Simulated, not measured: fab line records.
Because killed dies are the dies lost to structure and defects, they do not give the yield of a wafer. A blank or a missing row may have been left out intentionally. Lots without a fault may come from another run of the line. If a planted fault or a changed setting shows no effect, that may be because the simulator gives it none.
Comparing a struck lot with a sound one / flow nand-harc / 15 out of 1302 route steps
Sound: the wafers L729.1, L729.3, L729.4. Wafers struck: L742.1, L742.3, L742.4. The cause is named last.
Per side, at each step with rows, come the tool, then ch with its chambers, and then its first start. Under that, the readings that differ: sound wafers / struck wafers / difference of the means / sigmas: that difference in standard deviations of wafers without a fault.
alike: a reading whose means differ by less than 2 such deviations, as well as words and numbers matching on both sides. not compared: withheld readings; readings where some wafer has no value; bounds like >300 that might hide an equal value; numbers whose values overlap and for which the record gives no deviation.
The two part at a step that has a row with sigmas, a row that says differs or no value, or rows on one side only. Non-overlapping numbers with no deviation appear without sigmas and do not part them. Lack of a reading on every wafer of one side parts them only where that side has two or more wafers.

first, 1 step without rows for these wafers: NHARC_P_GATE_HARDBAKE_47 (time 80 s).
NHARC_P_GATE_DESCUM_48: chemistry O2, time 3 s.
  sound on rie-diel-05 ch 0,1,2, day 7 06:58; struck on rie-diel-09 ch 0,1,2, day 12 16:26
reading=rf-hours-counter-h (h); sound=3.3 3.7 3.3; struck=5.2 5.1 5.0; difference=+1.7; sigmas=
  alike: drypump-motor-current-A, oes-product-au, rf-vpp-V, showerhead-plenum-p-Torr, throttle-valve-pct
following that, these wafers have no rows for 1 step: NHARC_P_GATE_IMPLANT_49.
NHARC_P_GATE_STRIP_111: strips in N2/H2, time 250 s.
  sound on plasma-asher-02 ch 0,1, day 7 07:23; struck on plasma-asher-01 ch 0,1, day 12 16:51
reading=drypump-motor-current-A (A); sound=5.2 5.5 5.2; struck=6.5 5.9 6.5; difference=+1.0; sigmas=+2
  alike: heater-power-w
  not compared: rf-hours-counter-h
NHARC_P_GATE_STRIP_75: strips in O2.
  sound on plasma-asher-02 ch 0,1, day 7 07:38; struck on plasma-asher-01 ch 0,1, day 12 17:07
reading=drypump-motor-current-A (A); sound=5.2 5.5 5.2; struck=6.5 5.8 6.5; difference=+1.0; sigmas=+2
  alike: heater-power-w
  not compared: rf-hours-counter-h
then, 7 steps without rows for these wafers: NHARC_P_GATE_STRIP_50 (strips in SPM, time 900 s); NHARC_P_GATE_DEHYDRATE_51 (time 120 s); NHARC_P_GATE_HMDS_52 (time 30 s); NHARC_P_GATE_COAT_53; NHARC_P_GATE_SOFTBAKE_54 (time 95 s); NHARC_P_GATE_EBR_55; NHARC_P_GATE_EXPOSE_56 (exposes mask P PSD, target cd 720 nm).
NHARC_P_GATE_PEB_57: peb time 85 s.
  sound on litho-track-07 ch 0, day 7 08:23; struck on litho-track-07 ch 0, day 12 17:56
reading=exhaust-pa (Pa); sound=43.3 42.9 43.2; struck=45.6 45.2 44.7; difference=+2.0; sigmas=+2
reading=heater-power-total-W (W); sound=164.38 163.76 164.35; struck=163.03 162.77 162.33; difference=-1.45; sigmas=-5
reading=plate-temp-C (C); sound=118.08 118.09 118.07; struck=117.16 117.43 117.69; difference=-0.65; sigmas=-4
  alike: resist-line-temp-C
then, 1 step without rows for these wafers: NHARC_P_GATE_DEVELOP_58 (time 70 s).
-- the record jumps here: 19 days lie between the struck wafers' starts before and after (it left off in module P_GATE and takes up again in module END, whose first step shown is number 1302 of the route) --
NHARC_END_SORT_01:
  sound on prober-01 ch 0, day 25 22:59; struck on prober-01 ch 0, day 32 02:56
reading=killed-at-array; sound=50 47 63; struck=101 94 96; difference=+44; sigmas=+3
reading=killed-dies; sound=51 48 67; struck=109 99 100; difference=+47; sigmas=+3
  alike: killed-at-other, killed-at-periphery, killed-open, killed-short

## WHERE THEY PART
At NHARC_P_GATE_STRIP_111 first; at NHARC_END_SORT_01 last (within this record only).

WHY: the cause the simulator had injected
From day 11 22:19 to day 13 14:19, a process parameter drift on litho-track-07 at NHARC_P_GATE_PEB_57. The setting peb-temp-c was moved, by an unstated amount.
